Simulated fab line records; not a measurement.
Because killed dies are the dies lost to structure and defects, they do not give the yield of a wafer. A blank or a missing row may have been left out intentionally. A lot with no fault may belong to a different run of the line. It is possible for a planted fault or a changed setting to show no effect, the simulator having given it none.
Which of the tools did it? || flow nand_harc || 39 wafers from 13 lots sampled at 4 of the route's 1302 steps

## WHAT EACH GAUGE READ, for each wafer
NHARC_P_GATE_CD_MEAS_91: target cd 2000 nm.
{"lot": "L763", "measured": "day 5 21:00", "on": "cd_sem-03", "cd_nm (nm)": "2000.9 2001.7 2002.7"}
{"lot": "L766", "measured": "day 7 07:55", "on": "cd_sem-02", "cd_nm (nm)": "1997.4 1996.5 1997.8"}
{"lot": "L767", "measured": "day 7 14:16", "on": "cd_sem-01", "cd_nm (nm)": "1999.2 1999.9 2001.2"}
{"lot": "L768", "measured": "day 8 10:41", "on": "cd_sem-01", "cd_nm (nm)": "1997.6 1998.7 1997.8"}
{"lot": "L769", "measured": "day 8 14:41", "on": "cd_sem-02", "cd_nm (nm)": "2003.3 2001.5 1999.0"}
{"lot": "L770", "measured": "day 8 23:08", "on": "cd_sem-01", "cd_nm (nm)": "2001.0 2001.9 2002.3"}
{"lot": "L771", "measured": "day 9 08:09", "on": "cd_sem-01", "cd_nm (nm)": "1997.5 1998.9 2000.4"}
{"lot": "L774", "measured": "day 10 20:38", "on": "cd_sem-01", "cd_nm (nm)": "2000.2 2000.9 1998.6"}
{"lot": "L775", "measured": "day 11 08:14", "on": "cd_sem-02", "cd_nm (nm)": "1877.8 1880.7 1880.5 1878.0 1880.9 1880.4"}
{"lot": "L776", "measured": "day 11 22:25", "on": "cd_sem-02", "cd_nm (nm)": "2000.7 2000.4 1999.4"}
{"lot": "L778", "measured": "day 12 09:20", "on": "cd_sem-01", "cd_nm (nm)": "1999.6 1997.4 1998.4"}
{"lot": "L779", "measured": "day 12 14:05", "on": "cd_sem-01", "cd_nm (nm)": "1999.0 1997.5 1999.6"}
{"lot": "L785", "measured": "day 15 04:07", "on": "cd_sem-01", "cd_nm (nm)": "2000.4 2000.0 1999.3"}

## WHICH TOOL RAN EACH LOT (tool, then ch and the chambers of the sampled wafers, then the start)
{"lot": "L763", "NHARC_P_GATE_ETCHBACK_37": "rie_diel-09 ch 1,2, day 5 19:59 or earlier", "NHARC_P_GATE_STRIP_112": "plasma_asher-01 ch 0,1, day 5 19:59", "NHARC_P_GATE_EXPOSE_88": "krf_scanner-03 ch 0, day 5 20:50"}
{"lot": "L766", "NHARC_P_GATE_ETCHBACK_37": "rie_diel-04 ch 0,1,2, day 7 06:44 or earlier", "NHARC_P_GATE_STRIP_112": "plasma_asher-01 ch 0,1, day 7 06:44", "NHARC_P_GATE_EXPOSE_88": "krf_scanner-02 ch 0, day 7 07:46"}
{"lot": "L767", "NHARC_P_GATE_ETCHBACK_37": "rie_diel-10 ch 0,1,3, day 7 13:08 or earlier", "NHARC_P_GATE_STRIP_112": "plasma_asher-02 ch 0,1, day 7 13:08", "NHARC_P_GATE_EXPOSE_88": "krf_scanner-01 ch 0, day 7 14:07"}
{"lot": "L768", "NHARC_P_GATE_ETCHBACK_37": "rie_diel-09 ch 0,1,3, day 8 09:40 or earlier", "NHARC_P_GATE_STRIP_112": "plasma_asher-02 ch 0,1, day 8 09:40", "NHARC_P_GATE_EXPOSE_88": "krf_scanner-01 ch 0, day 8 10:32"}
{"lot": "L769", "NHARC_P_GATE_ETCHBACK_37": "rie_diel-09 ch 1,2,3, day 8 13:31 or earlier", "NHARC_P_GATE_STRIP_112": "plasma_asher-02 ch 0, day 8 13:31", "NHARC_P_GATE_EXPOSE_88": "krf_scanner-03 ch 0, day 8 14:32"}
{"lot": "L770", "NHARC_P_GATE_ETCHBACK_37": "rie_diel-10 ch 0,1,2, day 8 22:05 or earlier", "NHARC_P_GATE_STRIP_112": "plasma_asher-02 ch 0,1, day 8 22:05", "NHARC_P_GATE_EXPOSE_88": "krf_scanner-03 ch 0, day 8 22:59"}
{"lot": "L771", "NHARC_P_GATE_ETCHBACK_37": "rie_diel-10 ch 1,2, day 9 07:00 or earlier", "NHARC_P_GATE_STRIP_112": "plasma_asher-02 ch 0,1, day 9 07:00", "NHARC_P_GATE_EXPOSE_88": "krf_scanner-01 ch 0, day 9 07:59"}
{"lot": "L774", "NHARC_P_GATE_ETCHBACK_37": "rie_diel-04 ch 0,3, day 10 19:26 or earlier", "NHARC_P_GATE_STRIP_112": "plasma_asher-01 ch 0,1, day 10 19:26", "NHARC_P_GATE_EXPOSE_88": "krf_scanner-03 ch 0, day 10 20:29"}
{"lot": "L775", "NHARC_P_GATE_ETCHBACK_37": "rie_diel-04 ch 0,2, day 11 07:06 or earlier", "NHARC_P_GATE_STRIP_112": "plasma_asher-01 ch 0,1, day 11 07:06", "NHARC_P_GATE_EXPOSE_88": "krf_scanner-01 ch 0, day 11 08:05"}
{"lot": "L776", "NHARC_P_GATE_ETCHBACK_37": "rie_diel-04 ch 1,2,3, day 11 21:15 or earlier", "NHARC_P_GATE_STRIP_112": "plasma_asher-01 ch 0,1, day 11 21:15", "NHARC_P_GATE_EXPOSE_88": "krf_scanner-03 ch 0, day 11 22:16"}
{"lot": "L778", "NHARC_P_GATE_ETCHBACK_37": "rie_diel-09 ch 0,1,2, day 12 08:10 or earlier", "NHARC_P_GATE_STRIP_112": "plasma_asher-01 ch 0, day 12 08:10", "NHARC_P_GATE_EXPOSE_88": "krf_scanner-02 ch 0, day 12 09:11"}
{"lot": "L779", "NHARC_P_GATE_ETCHBACK_37": "rie_diel-09 ch 0,1, day 12 13:07 or earlier", "NHARC_P_GATE_STRIP_112": "plasma_asher-02 ch 0,1, day 12 13:07", "NHARC_P_GATE_EXPOSE_88": "krf_scanner-02 ch 0, day 12 13:56"}
{"lot": "L785", "NHARC_P_GATE_ETCHBACK_37": "rie_diel-04 ch 0,1,3, day 15 02:56 or earlier", "NHARC_P_GATE_STRIP_112": "plasma_asher-01 ch 0,1, day 15 02:56", "NHARC_P_GATE_EXPOSE_88": "krf_scanner-01 ch 0, day 15 03:58"}
- NHARC_P_GATE_ETCHBACK_37: etches the open film in CHF3/O2, target depth 34.5 nm, time 17.2 s.
- NHARC_P_GATE_STRIP_112: strips in N2/H2, time 200 s.
- NHARC_P_GATE_EXPOSE_88: exposes mask P HVN, target cd 2000 nm.

## AS READ BY THE TOOLS THEMSELVES (means over the sampled wafers that have a number; for cases with no such wafer, the mark the record gives instead)
NHARC_P_GATE_ETCHBACK_37.
{"lot": "L763", "tool": "rie_diel-09", "drypump_motor_current_A (A)": 6.4, "oes_product_au (a.u.)": 1.00, "rf_vpp_V (V)": 369.1, "showerhead_plenum_p_Torr (Torr)": 2.36, "throttle_valve_pct (%)": 20.574}
{"lot": "L766", "tool": "rie_diel-04", "drypump_motor_current_A (A)": 5.8, "oes_product_au (a.u.)": 1.00, "rf_vpp_V (V)": 371.6, "showerhead_plenum_p_Torr (Torr)": 2.44, "throttle_valve_pct (%)": 20.571}
{"lot": "L767", "tool": "rie_diel-10", "drypump_motor_current_A (A)": 5.6, "oes_product_au (a.u.)": 0.92, "rf_vpp_V (V)": 370.9, "showerhead_plenum_p_Torr (Torr)": 2.40, "throttle_valve_pct (%)": 20.574}
{"lot": "L768", "tool": "rie_diel-09", "drypump_motor_current_A (A)": 6.1, "oes_product_au (a.u.)": 1.00, "rf_vpp_V (V)": 372.7, "showerhead_plenum_p_Torr (Torr)": 2.47, "throttle_valve_pct (%)": 20.569}
{"lot": "L769", "tool": "rie_diel-09", "drypump_motor_current_A (A)": 6.2, "oes_product_au (a.u.)": 0.93, "rf_vpp_V (V)": 371.4, "showerhead_plenum_p_Torr (Torr)": 2.41, "throttle_valve_pct (%)": 20.577}
{"lot": "L770", "tool": "rie_diel-10", "drypump_motor_current_A (A)": 5.6, "oes_product_au (a.u.)": 0.94, "rf_vpp_V (V)": 370.3, "showerhead_plenum_p_Torr (Torr)": 2.43, "throttle_valve_pct (%)": 20.567}
{"lot": "L771", "tool": "rie_diel-10", "drypump_motor_current_A (A)": 5.2, "oes_product_au (a.u.)": 0.93, "rf_vpp_V (V)": 371.7, "showerhead_plenum_p_Torr (Torr)": 2.49, "throttle_valve_pct (%)": 20.577}
{"lot": "L774", "tool": "rie_diel-04", "drypump_motor_current_A (A)": 5.4, "oes_product_au (a.u.)": 0.99, "rf_vpp_V (V)": 370.4, "showerhead_plenum_p_Torr (Torr)": 2.40, "throttle_valve_pct (%)": 20.572}
{"lot": "L775", "tool": "rie_diel-04", "drypump_motor_current_A (A)": 5.7, "oes_product_au (a.u.)": 0.91, "rf_vpp_V (V)": 369.3, "showerhead_plenum_p_Torr (Torr)": 2.35, "throttle_valve_pct (%)": 20.572}
{"lot": "L776", "tool": "rie_diel-04", "drypump_motor_current_A (A)": 5.8, "oes_product_au (a.u.)": 0.93, "rf_vpp_V (V)": 370.8, "showerhead_plenum_p_Torr (Torr)": 2.44, "throttle_valve_pct (%)": 20.573}
{"lot": "L778", "tool": "rie_diel-09", "drypump_motor_current_A (A)": 6.1, "oes_product_au (a.u.)": 0.92, "rf_vpp_V (V)": 371.3, "showerhead_plenum_p_Torr (Torr)": 2.42, "throttle_valve_pct (%)": 20.571}
{"lot": "L779", "tool": "rie_diel-09", "drypump_motor_current_A (A)": 6.3, "oes_product_au (a.u.)": 0.93, "rf_vpp_V (V)": 370.7, "showerhead_plenum_p_Torr (Torr)": 2.41, "throttle_valve_pct (%)": 20.570}
{"lot": "L785", "tool": "rie_diel-04", "drypump_motor_current_A (A)": 5.6, "oes_product_au (a.u.)": 0.95, "rf_vpp_V (V)": 371.4, "showerhead_plenum_p_Torr (Torr)": 2.46, "throttle_valve_pct (%)": 20.571}

NHARC_P_GATE_STRIP_112.
{"lot": "L763", "tool": "plasma_asher-01", "drypump_motor_current_A (A)": 5.3, "heater_power_w (W)": 80}
{"lot": "L766", "tool": "plasma_asher-01", "drypump_motor_current_A (A)": 5.3, "heater_power_w (W)": 82}
{"lot": "L767", "tool": "plasma_asher-02", "drypump_motor_current_A (A)": 5.2, "heater_power_w (W)": 87}
{"lot": "L768", "tool": "plasma_asher-02", "drypump_motor_current_A (A)": 5.2, "heater_power_w (W)": 86}
{"lot": "L769", "tool": "plasma_asher-02", "drypump_motor_current_A (A)": 4.8, "heater_power_w (W)": 86}
{"lot": "L770", "tool": "plasma_asher-02", "drypump_motor_current_A (A)": 5.2, "heater_power_w (W)": 87}
{"lot": "L771", "tool": "plasma_asher-02", "drypump_motor_current_A (A)": 5.6, "heater_power_w (W)": 86}
{"lot": "L774", "tool": "plasma_asher-01", "drypump_motor_current_A (A)": 5.3, "heater_power_w (W)": 85}
{"lot": "L775", "tool": "plasma_asher-01", "drypump_motor_current_A (A)": 5.3, "heater_power_w (W)": 81}
{"lot": "L776", "tool": "plasma_asher-01", "drypump_motor_current_A (A)": 5.3, "heater_power_w (W)": 80}
{"lot": "L778", "tool": "plasma_asher-01", "drypump_motor_current_A (A)": 5.3, "heater_power_w (W)": 77}
{"lot": "L779", "tool": "plasma_asher-02", "drypump_motor_current_A (A)": 5.6, "heater_power_w (W)": 87}
{"lot": "L785", "tool": "plasma_asher-01", "drypump_motor_current_A (A)": 5.3, "heater_power_w (W)": 82}

## THE ANSWER, worked out from the rows above alone
Rule: the lots themselves supply what counts as usual. Put in order of their means at a reading, lots are off if they are a third of the lots or fewer, leave a main group of 4 or more, and stand apart from it by a gap of 3 or more times the standard deviation of the main group's means; of several such gaps the widest counts. If all means in a main group match to the digits the tables above print for the reading, that group is not used. A lot without any number at a reading at which 4 lots or more have one is off too. Where the step has rows for the other lots, those lots are counted as sound. Order of review: gauges by route order, followed by the tools' own readings, for which a lot's mean as printed above is used. At the first step where some lot is off, the reading lying furthest off is the one used; lots without a number count as furthest.
Off at NHARC_P_GATE_CD_MEAS_91 (cd_nm): L775. Main group: mean 1999.7 nm, sd 1.4.
If a tool, at a process step before that reading, ran all the lots that are off and no sound lot after the first of them, it fits. Gauges at NHARC_P_GATE_CD_MEAS_91: tried the same way as those tools. Because NHARC_P_GATE_ETCHBACK_37 lacks a start for some lots, the hours and order of its lots are taken from NHARC_P_GATE_STRIP_112. Not one of the candidates tried fits.

## WHAT THE SIMULATOR HAD PUT IN
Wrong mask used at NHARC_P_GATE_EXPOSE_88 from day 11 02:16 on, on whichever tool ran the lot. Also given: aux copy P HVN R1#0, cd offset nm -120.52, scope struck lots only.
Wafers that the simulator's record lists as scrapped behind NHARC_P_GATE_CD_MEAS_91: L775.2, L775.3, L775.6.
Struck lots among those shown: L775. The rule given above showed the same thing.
